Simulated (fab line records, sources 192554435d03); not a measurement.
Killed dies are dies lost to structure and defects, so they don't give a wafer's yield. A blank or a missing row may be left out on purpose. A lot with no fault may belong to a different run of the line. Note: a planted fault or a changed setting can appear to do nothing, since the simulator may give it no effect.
Chamber matching	flow n5Finfet	N5_MOL_CONTACT_COAG_ETCH_67 on rieDiel-02: 4 sister chambers
The step etches SOC in N2/H2, target depth 60 nm, overetch 21 nm, time 101.2 s. 8 wafers are shown with their chamber, then 10 later ones without.

## WAFERS WITH THEIR CHAMBER
wafer	chamber	showerheadPlenumPTorr (Torr)	drypumpMotorCurrentA (A)
L082.6	3	2.67	5.9
L084.1	3	2.67	5.9
L084.4	1	2.43	6.2
L087.5	1	2.42	6.1
L088.3	2	2.49	5.7
L088.6	0	2.52	5.2
L090.2	2	2.49	5.7
L090.4	0	2.52	5.2

## WAFERS MISSING THEIR CHAMBER
wafer	showerheadPlenumPTorr (Torr)	drypumpMotorCurrentA (A)
L090.6	2.66	5.9
L094.3	2.52	5.2
L094.4	2.42	6.1
L094.5	2.66	5.9
L095.2	2.66	5.9
L095.3	2.49	5.7
L095.5	2.42	6.1
L096.2	2.42	6.2
L096.4	2.65	5.9
L096.6	2.65	5.9

## THE CHAMBER EACH PASSED THROUGH
wafer	from the rows above	in truth
L090.6	3	3
L094.3	0	0
L094.4	1	1
L094.5	3	3
L095.2	3	3
L095.3	2	2
L095.5	1	1
L096.2	1	1
L096.4	3	3
L096.6	3	3
Correctly placed: 10 of 10. Not placeable from these rows: 0. Wrongly placed: 0.
How it was worked out, from the rows above alone: a wafer's distance from a chamber is the root of the sum, over the readings, of the square of ((its reading less the chamber's mean) divided by the reading's scatter). The wafer belongs to the nearest chamber; if the next one is less than 2 further off, it can't be placed. For every chamber, the mean is computed from those of its wafers that are shown. The scatter: the root of (the sum of the squares of (reading less its chamber's mean) over the shown wafers, divided by (wafers less chambers)).
